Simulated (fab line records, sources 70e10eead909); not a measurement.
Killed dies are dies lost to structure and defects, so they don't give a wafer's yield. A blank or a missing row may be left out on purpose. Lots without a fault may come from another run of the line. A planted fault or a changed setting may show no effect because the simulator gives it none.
Which tool did it? | flow nand_harc | 6 lots, 18 wafers sampled, at 3 steps of a route of 1159

WHAT THE GAUGES READ, wafer by wafer
NHARC_A_M1_CD_MEAS_09: target cd 120 nm.
lot  | measured     | on        | cd_nm (nm)
L688 | day 17 20:25 | cd_sem-03 | 121.1 120.8 121.2
L686 | day 17 22:50 | cd_sem-03 | 120.2 120.1 119.9
L690 | day 18 17:33 | cd_sem-02 | 119.6 119.9 119.9
L693 | day 19 14:00 | cd_sem-01 | 119.4 119.3 118.9
L699 | day 21 22:20 | cd_sem-03 | 127.5 126.9 127.3
L706 | day 23 00:53 | cd_sem-01 | 119.2 119.5 119.3

WHICH TOOL RAN EACH LOT (tool, then ch and the chambers of the sampled wafers, then the start)
lot  | NHARC_A_M0_PVD_21                       | NHARC_A_M1_PEB_07
L688 | pvd_sputter-01, day 17 19:03 or earlier | litho_track-04 ch 0, day 17 20:20
L686 | pvd_sputter-03, day 17 21:33 or earlier | litho_track-06 ch 0, day 17 22:46
L690 | pvd_sputter-02, day 18 15:51 or earlier | litho_track-01 ch 0, day 18 17:28
L693 | pvd_sputter-02, day 19 12:36 or earlier | litho_track-06 ch 0, day 19 13:55
L699 | pvd_sputter-01, day 21 20:56 or earlier | litho_track-06 ch 0, day 21 22:16
L706 | pvd_sputter-03, day 22 22:17 or earlier | litho_track-01 ch 0, day 23 00:48
- NHARC_A_M0_PVD_21: deposits Cu, target thk 30 nm, time 20.49 s.
- NHARC_A_M1_PEB_07: peb time 65 s.

THE ANSWER, worked out from the rows above alone
Rule: what is usual is taken from the lots themselves. Put in order of their means at a reading, lots are off if they are a third of the lots or fewer, leave a main group of 4 or more, and stand apart from it by a gap of 3 or more times the standard deviation of the main group's means; of several such gaps the widest counts. A main group whose means are all the same, to the digits that the tables above print for the reading, isn't used. A lot without any number at a reading at which 4 lots or more have one is off too. The other lots that the step has rows for count as sound.
Off: L699, at NHARC_A_M1_CD_MEAS_09 (cd_nm). The main group: mean 119.9 nm, standard deviation 0.65.
A tool fits if, at a process step before that reading, it ran every lot that is off, and no sound lot after the first of them. The gauges at NHARC_A_M1_CD_MEAS_09 are tried like those tools. NHARC_A_M0_PVD_21 gives no start for some lots, so the hours and the order of its lots are those of NHARC_A_M0_INSPECT_27. Can't be told from this: 3 tools fit, pvd_sputter-01 at NHARC_A_M0_PVD_21, litho_track-06 at NHARC_A_M1_PEB_07, cd_sem-03 at NHARC_A_M1_CD_MEAS_09.

WHAT THE SIMULATOR HAD PUT IN
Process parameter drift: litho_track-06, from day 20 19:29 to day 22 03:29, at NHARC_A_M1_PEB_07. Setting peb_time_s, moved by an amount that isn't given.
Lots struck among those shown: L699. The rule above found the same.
